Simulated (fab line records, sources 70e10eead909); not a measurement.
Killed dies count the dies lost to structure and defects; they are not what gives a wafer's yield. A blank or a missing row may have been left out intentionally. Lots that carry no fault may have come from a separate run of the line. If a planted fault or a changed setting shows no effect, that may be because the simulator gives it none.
fab line records	flow nand-harc
record: lots: 13	wafers: 39	last-day: 33
route steps=1302 shown P_GATE@204 P_CONTACT@229
lots untouched by any fault: they come from a run of this same line in which no faults occurred
start-h: hours from the record's first day to the start of the lot's first wafer shown	wait-h: hours elapsed since this lot's preceding step	" as in the row above	L1.1+2: a single row standing in for several wafers	- no value, or no start given	* or withheld: withheld	< > ~ a bound
route shown NAME@n: names a module that has steps shown in the file, with the first one's number in the route	usual: the fault-free wafers' mean and standard deviation	same: alike in all rows	chamber/n: place in a boat	sites: per-site readings	_std_site: standard deviation across them	_edge_site: outer sites' mean less inner sites'	radius-mm: how far each site lies from the wafer's centre	mask NAME#n: copy n	behind: the tool/chamber that last shaped the wafer	hold: why the lot was held/for how many hours/how that ended	device: names the non-switching transistor (n, p or np)	end of line: the same wafers' tests at the end of the route	where a step has no rows: the recipe by itself	killed: dies that structure and defects cost at the first sort, which is not the same as the wafer's yield	map: dies across one wafer; x = killed, . = not, _ = none there
set.NAME: the setting that was run; set.NAME@STEP: the one run at that earlier step	model.NAME: the simulator's own value behind a step, which no gauge read
the route's steps for a sample of lots (tables are steps, rows are wafers)
services: when a tool's chamber went out of use (start-h, in hours from the record's first day, below 0 if earlier), for how many hours, and the reason
== steps ==
step: NHARC_P_GATE_STRIP_113
recipe: power-w: 1500	temp-c: 110	time-s: 740	chemistry: N2/H2
usual: drypump-motor-current-A: 5.9/0.66	heater-power-w: 95/15
lot.wafer	tool	chamber	start-h	wait-h	drypump-motor-current-A	heater-power-w	rf-hours-counter-h
L534.1	plasma-asher-01	0	127.59	0.2	6.5	76	28
L534.4	"	0	"	"	6.5	78	-
L534.5	"	1	"	"	6.6	101	-
L537.2	plasma-asher-02	0	159.58	0.3	5.9	116	6
L537.4	"	1	"	"	4.9	87	-
L537.5	"	0	"	"	5.9	117	-
L538.2	plasma-asher-02	0	170.57	0.6	5.9	116	9
L538.4	"	0	"	"	5.9	119	-
L538.5	"	0	"	"	5.9	119	-
L539.2	plasma-asher-02	1	185.90	0.3	4.9	86	12
L539.3	"	0	"	"	5.8	120	-
L539.6	"	1	"	"	4.9	84	-
L540.2	plasma-asher-01	0	208.19	0.2	6.5	76	5
L540.3	"	0	"	"	6.5	74	-
L540.4	"	1	"	"	6.5	102	-
L541.2	plasma-asher-02	0	208.80	0.2	5.9	116	16
L541.4	"	1	"	"	4.9	86	-
L541.6	"	1	"	"	4.9	86	-
L542.4	plasma-asher-01	0	209.72	0.3	6.5	77	-
L542.3	"	1	"	"	6.5	102	-
L542.5	"	1	"	"	6.6	104	-
L544.1	plasma-asher-01	1	229.23	0.3	6.5	101	10
L544.4	"	0	"	"	6.5	74	-
L544.5	"	1	"	"	6.5	103	-
L546.2	plasma-asher-02	0	262.43	0.2	5.9	116	27
L546.1	"	1	"	"	4.9	85	27
L546.4	"	0	"	"	5.9	116	-
L552.1	plasma-asher-02	1	318.71	0.3	4.9	80	1
L552.4	"	0	"	"	5.9	111	-
L552.5	"	1	"	"	4.9	84	-
L553.1	plasma-asher-02	1	328.99	0.2	4.9	83	3
L553.2	"	0	"	"	5.8	110	3
L553.4	"	1	"	"	4.9	85	-
L555.2	plasma-asher-02	1	343.83	0.3	4.9	84	7
L555.6	"	0	"	"	5.8	113	-
L555.5	"	1	"	"	4.9	85	-
L554.2	plasma-asher-02	0	344.49	0.2	5.9	111	8
L554.4	"	1	"	"	4.9	86	-
L554.6	"	0	"	"	5.9	112	-
step: NHARC_P_CONTACT_EXPOSE_09
recipe: na: 1.35	target-cd-nm: 90	dose-mj: 81.26	mask-id: P_CA
same: na: 1.35
lot.wafer	tool	chamber	start-h	wait-h	mask
L534.1+4+5	arfi-scanner-01	0	131.48	-	P_CA#0
L537.2+4+5	arfi-scanner-01	0	163.54	-	P_CA#0
L538.2+4+5	arfi-scanner-03	0	174.76	-	P_CA#0
L539.2+3+6	arfi-scanner-02	0	189.82	-	P_CA#0
L540.2+3+4	arfi-scanner-02	0	212.11	-	P_CA#0
L541.2+4+6	arfi-scanner-03	0	212.82	-	P_CA#0
L542.3+4+5	arfi-scanner-01	0	213.52	-	P_CA#0
L544.1+4+5	arfi-scanner-01	0	233.34	-	P_CA_R1#0
L546.1+2+4	arfi-scanner-02	0	266.44	-	P_CA#0
L552.1+4+5	arfi-scanner-01	0	322.71	-	P_CA#0
L553.1+2+4	arfi-scanner-03	0	333.01	-	P_CA#0
L555.2+5+6	arfi-scanner-02	0	347.73	-	P_CA#0
L554.2+4+6	arfi-scanner-01	0	348.50	-	P_CA#0
step: NHARC_P_CONTACT_CD_MEAS_12
recipe: target-cd-nm: 90	landing-energy-ev: 500
usual: cd-nm: 90.0/0.44
lot.wafer	tool	chamber	start-h	wait-h	cd-nm
L534.1	cd-sem-03	0	131.61	-	89.2
L534.4	"	0	"	"	89.7
L534.5	"	0	"	"	90.1
L537.2	cd-sem-01	0	163.68	-	90.2
L537.4	"	0	"	"	89.8
L537.5	"	0	"	"	90.1
L538.2	cd-sem-02	0	174.90	-	89.5
L538.4	"	0	"	"	89.5
L538.5	"	0	"	"	90.3
L539.2	cd-sem-03	0	189.96	-	90.2
L539.3	"	0	"	"	90.3
L539.6	"	0	"	"	89.6
L540.2	cd-sem-01	0	212.24	-	90.7
L540.3	"	0	"	"	90.7
L540.4	"	0	"	"	89.9
L541.2	cd-sem-01	0	212.96	-	90.3
L541.4	"	0	"	"	89.1
L541.6	"	0	"	"	89.4
L542.3	cd-sem-01	0	213.65	-	89.5
L542.4	"	0	"	"	90.2
L542.5	"	0	"	"	90.0
L544.1	cd-sem-02	0	233.47	-	68.2
L544.4	"	0	"	"	68.7
L544.5	"	0	"	"	67.6
L546.1	cd-sem-02	0	266.58	-	90.0
L546.2	"	0	"	"	90.1
L546.4	"	0	"	"	90.2
L552.1	cd-sem-01	0	322.85	-	89.8
L552.4	"	0	"	"	89.0
L552.5	"	0	"	"	89.7
L553.1	cd-sem-02	0	333.15	-	90.1
L553.2	"	0	"	"	89.9
L553.4	"	0	"	"	89.9
L555.2	cd-sem-01	0	347.86	-	89.5
L555.5	"	0	"	"	89.6
L555.6	"	0	"	"	89.5
L554.2	cd-sem-03	0	348.64	-	90.1
L554.4	"	0	"	"	90.7
L554.6	"	0	"	"	90.2
step: NHARC_P_CONTACT_ETCH_36
recipe: target-depth-a: 2600	over-etch-frac: 0.25	time-s: 406.25	ion-energy-ev: 200	n2-flow-sccm: 150	h2-flow-sccm: 150	ar-flow-sccm: 0	rf-w: 400	bias-w: 150	chemistry: N2/H2
usual: drypump-motor-current-A: 5.8/0.49	oes-product-au: 1.000/0.0077	rf-vpp-V: 428.6/2.2	showerhead-plenum-p-Torr: 1.97/0.07	throttle-valve-pct: 14.171/0.0086
same: over-etch-frac: 0.25
lot.wafer	tool	chamber	start-h	wait-h	drypump-motor-current-A	oes-product-au	rf-hours-counter-h	rf-vpp-V	showerhead-plenum-p-Torr	throttle-valve-pct
L534.4	rie-diel-04	3	-	-	6.1	1.010	6.9	426.8	1.97	14.168
L534.1	"	0	"	"	5.6	1.011	6.8	428.9	1.99	14.157
L534.5	"	2	"	"	6.0	1.001	-	428.1	1.95	14.175
L537.2	rie-diel-06	2	-	-	6.5	0.993	0.8	426.9	1.93	14.174
L537.4	"	1	"	"	5.7	0.999	0.6	435.2	2.19	14.163
L537.5	"	2	"	"	6.5	1.001	-	428.3	1.93	14.170
L538.2	rie-diel-03	2	-	-	6.4	1.011	1.1	429.5	1.94	14.172
L538.4	"	2	"	"	6.4	1.007	-	426.2	1.94	14.181
L538.5	"	0	"	"	4.7	1.006	-	427.1	1.94	14.181
L539.2	rie-diel-04	2	-	-	6.0	1.004	0.1	429.9	1.95	14.173
L539.3	"	0	"	"	5.6	1.010	0.1	428.9	1.99	14.165
L539.6	"	2	"	"	6.0	1.005	-	427.6	1.95	14.165
L540.2	rie-diel-04	0	-	-	5.5	1.006	1.7	429.8	1.99	14.181
L540.3	"	1	"	"	6.3	1.005	0.6	426.1	1.90	14.160
L540.4	"	3	"	"	6.1	0.990	-	426.9	1.97	14.180
L541.2	rie-diel-03	2	-	-	6.3	1.002	2.1	426.0	1.94	14.154
L541.4	"	1	"	"	5.4	0.993	-	430.1	2.01	14.171
L541.6	"	2	"	"	6.4	0.993	-	428.1	1.94	14.165
L542.3	rie-diel-04	1	-	-	6.3	1.001	1.1	427.4	1.90	14.170
L542.4	"	0	"	"	5.6	1.020	-	428.6	1.99	14.167
L542.5	"	3	"	"	6.0	0.982	-	429.5	1.97	14.176
L544.4	rie-diel-04	3	-	-	6.1	1.004	3.3	428.5	1.97	14.175
L544.1	"	2	"	"	6.0	1.015	2.3	428.2	1.95	14.170
L544.5	"	3	"	"	6.0	1.011	-	428.0	1.97	14.181
L546.4	rie-diel-06	0	-	-	5.8	0.986	2.5	429.4	2.00	14.182
L546.2	"	1	"	"	5.8	1.003	2.8	434.2	2.19	14.171
L546.1	"	3	"	"	5.5	0.988	2.9	426.7	1.91	14.173
L552.1	rie-diel-06	3	-	-	5.5	1.000	0.2	426.2	1.91	14.176
L552.4	"	0	"	"	5.8	0.996	0.2	429.2	2.00	14.175
L552.5	"	0	"	"	5.8	0.995	-	428.7	2.00	14.173
L553.1	rie-diel-06	2	-	-	6.5	0.996	0.5	428.5	1.93	14.160
L553.4	"	0	"	"	5.8	0.992	0.5	429.0	2.00	14.165
L553.2	"	1	"	"	5.7	1.001	0.5	433.8	2.18	14.163
L555.2	rie-diel-06	1	-	-	5.8	0.992	0.9	434.5	2.18	14.184
L555.6	"	0	"	"	5.8	0.988	-	429.2	2.00	14.190
L555.5	"	1	"	"	5.7	1.003	-	434.8	2.18	14.167
L554.4	rie-diel-03	2	-	-	6.3	0.997	1.5	427.0	1.94	14.165
L554.2	"	3	"	"	4.9	0.989	1.3	432.1	2.11	14.182
L554.6	"	3	"	"	4.9	0.987	-	431.5	2.11	14.171
step: NHARC_P_CONTACT_ETCH_18
recipe: target-depth-a: 4810	time-s: 240.5	c4f8-flow-sccm: 20	o2-flow-sccm: 10	ar-flow-sccm: withheld	rf-w: 600	bias-w: 1500	chemistry: C4F8/O2/Ar
usual: oes-product-au: 0.959/0.017	rf-vpp-V: 974/4.9
lot.wafer	tool	chamber	start-h	wait-h	oes-product-au	rf-hours-counter-h	rf-vpp-V
L534.1	rie-diel-04	0	-	-	0.932	6.9	975
L534.4	"	2	"	"	0.934	6.4	972
L534.5	"	3	"	"	0.932	-	973
L537.4	rie-diel-06	0	-	-	0.920	0.6	976
L537.2	"	1	"	"	0.936	0.7	987
L537.5	"	1	"	"	0.933	-	987
L538.2	rie-diel-03	0	-	-	0.967	1.4	972
L538.5	"	1	"	"	0.951	-	977
L538.4	"	0	"	"	0.953	-	972
L539.2	rie-diel-04	3	-	-	0.952	0.3	974
L539.3	"	1	"	"	0.985	0.2	970
L539.6	"	3	"	"	0.950	-	974
L540.3	rie-diel-04	3	-	-	0.940	2.1	975
L540.2	"	0	"	"	0.948	1.9	972
L540.4	"	1	"	"	0.934	-	970
L541.2	rie-diel-03	0	-	-	0.951	2.5	972
L541.4	"	0	"	"	0.952	-	972
L541.6	"	1	"	"	0.946	-	977
L542.3	rie-diel-04	0	-	-	0.975	2.3	975
L542.4	"	3	"	"	0.956	-	973
L542.5	"	0	"	"	0.962	-	975
L544.4	rie-diel-04	3	-	-	0.976	3.5	973
L544.1	"	0	"	"	0.983	3.2	976
L544.5	"	1	"	"	0.968	-	970
L546.4	rie-diel-06	1	-	-	0.969	3.0	986
L546.2	"	3	"	"	0.958	3.0	969
L546.1	"	0	"	"	0.959	2.7	976
L552.1	rie-diel-06	3	-	-	0.973	0.4	971
L552.4	"	0	"	"	0.975	0.4	976
L552.5	"	1	"	"	0.956	-	988
L553.1	rie-diel-06	1	-	-	0.990	0.6	987
L553.4	"	3	"	"	0.958	0.7	970
L553.2	"	0	"	"	0.977	0.6	976
L555.2	rie-diel-06	1	-	-	0.963	1.1	988
L555.5	"	1	"	"	0.952	-	987
L555.6	"	2	"	"	0.943	-	972
L554.4	rie-diel-03	1	-	-	0.947	1.5	977
L554.2	"	2	"	"	0.962	1.7	972
L554.6	"	2	"	"	0.967	-	971
step: NHARC_P_CONTACT_CD_MEAS_19
usual: cd-nm: 89.7/1.1
lot.wafer	tool	chamber	start-h	wait-h	cd-nm
L534.1	cd-sem-01	-	133.13	-	89.4
L534.4	"	-	"	"	89.2
L534.5	"	-	"	"	89.2
L537.2	cd-sem-02	-	164.74	-	89.1
L537.4	"	-	"	"	90.4
L537.5	"	-	"	"	89.7
L538.2	cd-sem-02	-	176.11	-	90.3
L538.4	"	-	"	"	91.2
L538.5	"	-	"	"	90.3
L539.2	cd-sem-02	-	191.02	-	89.4
L539.3	"	-	"	"	91.1
L539.6	"	-	"	"	91.9
L540.2	cd-sem-02	-	213.45	-	91.4
L540.3	"	-	"	"	90.9
L540.4	"	-	"	"	89.1
L541.2	cd-sem-01	-	214.16	-	92.0
L541.4	"	-	"	"	90.0
L541.6	"	-	"	"	90.8
L542.3	cd-sem-03	-	214.86	-	89.4
L542.4	"	-	"	"	90.3
L542.5	"	-	"	"	89.6
L544.1	cd-sem-01	-	234.53	-	67.3
L544.4	"	-	"	"	67.5
L544.5	"	-	"	"	65.9
L546.1	cd-sem-03	-	267.64	-	89.7
L546.2	"	-	"	"	90.2
L546.4	"	-	"	"	88.1
L552.1	cd-sem-02	-	323.91	-	89.3
L552.4	"	-	"	"	88.5
L552.5	"	-	"	"	88.5
L553.1	cd-sem-01	-	334.20	-	88.9
L553.2	"	-	"	"	89.9
L553.4	"	-	"	"	88.1
L555.2	cd-sem-03	-	348.92	-	88.7
L555.5	"	-	"	"	87.9
L555.6	"	-	"	"	88.2
L554.2	cd-sem-02	-	349.69	-	88.2
L554.4	"	-	"	"	90.1
L554.6	"	-	"	"	89.6
== services ==
tool	chamber	start-h	hours	kind
rie-diel-03	-	104.30	9.0	pm
rie-diel-06	-	130.20	9.0	pm
rie-diel-03	0	132.61	4.2	repair
arfi-scanner-02	-	140.00	4.0	pm
rie-diel-03	2	154.77	9.2	repair
rie-diel-03	3	158.43	128.6	repair
rie-diel-04	1	166.08	16.0	repair
rie-diel-04	-	177.90	9.0	pm
arfi-scanner-01	-	179.74	0.9	repair
rie-diel-04	1	196.45	12.1	repair
plasma-asher-02	-	202.11	2.0	repair
rie-diel-04	2	208.89	6.7	repair
rie-diel-06	-	233.58	0.5	repair
rie-diel-04	3	244.38	10.1	repair
rie-diel-06	2	256.05	3.1	repair
arfi-scanner-01	-	260.34	4.0	pm
plasma-asher-02	-	270.98	4.3	repair
rie-diel-03	2	275.84	6.5	repair
rie-diel-03	-	281.30	9.0	pm
plasma-asher-02	-	303.22	9.0	pm
rie-diel-06	-	307.20	9.0	pm
rie-diel-04	-	310.84	0.2	repair
rie-diel-03	0	314.05	8.8	repair
arfi-scanner-01	-	337.67	1.4	repair
== key ==
first-sign: step: NHARC_P_CONTACT_EXPOSE_09	reading: mask	direction: changed
effect: step: NHARC_P_CONTACT_CD_MEAS_12	reading: cd-nm	direction: down	sigmas: 49	usual: 90.0	struck: 68.2
effect: step: NHARC_P_CONTACT_CD_MEAS_19	reading: cd-nm	direction: down	sigmas: 20	usual: 89.7	struck: 66.9
met-at NHARC_P_CONTACT_EXPOSE_09
struck-lots L544
later-rows-left-out L544.1,L544.4,L544.5
sort-left-out L544.1,L544.4,L544.5
tester-left-out L544
not-acting-at NHARC_P_GATE_STRIP_113,NHARC_P_CONTACT_ETCH_36,NHARC_P_CONTACT_ETCH_18
onset-between 213.52 233.34
fault: kind: wrong-mask	tool: any	chamber: -	onset-h: 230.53	steps: NHARC_P_CONTACT_EXPOSE_09	aux-copy: P_CA_R1#0	cd-offset-nm: -22.025	scope: struck-lots-only
tester-left-out: of these lots the tester's yield and bins aren't shown, on N5 and GAA mostly nor the transistor test; their killed dies are dies lost to structure and defects alone, not to doping, threshold or leakage, so they don't give the yield
sort-left-out: the simulated sort isn't trusted on such a fault, so these wafers' sort isn't shown, and their yield isn't known
later-rows-left-out: the simulator's readings of these wafers behind a module that went badly wrong aren't trusted and aren't shown, but for the sort
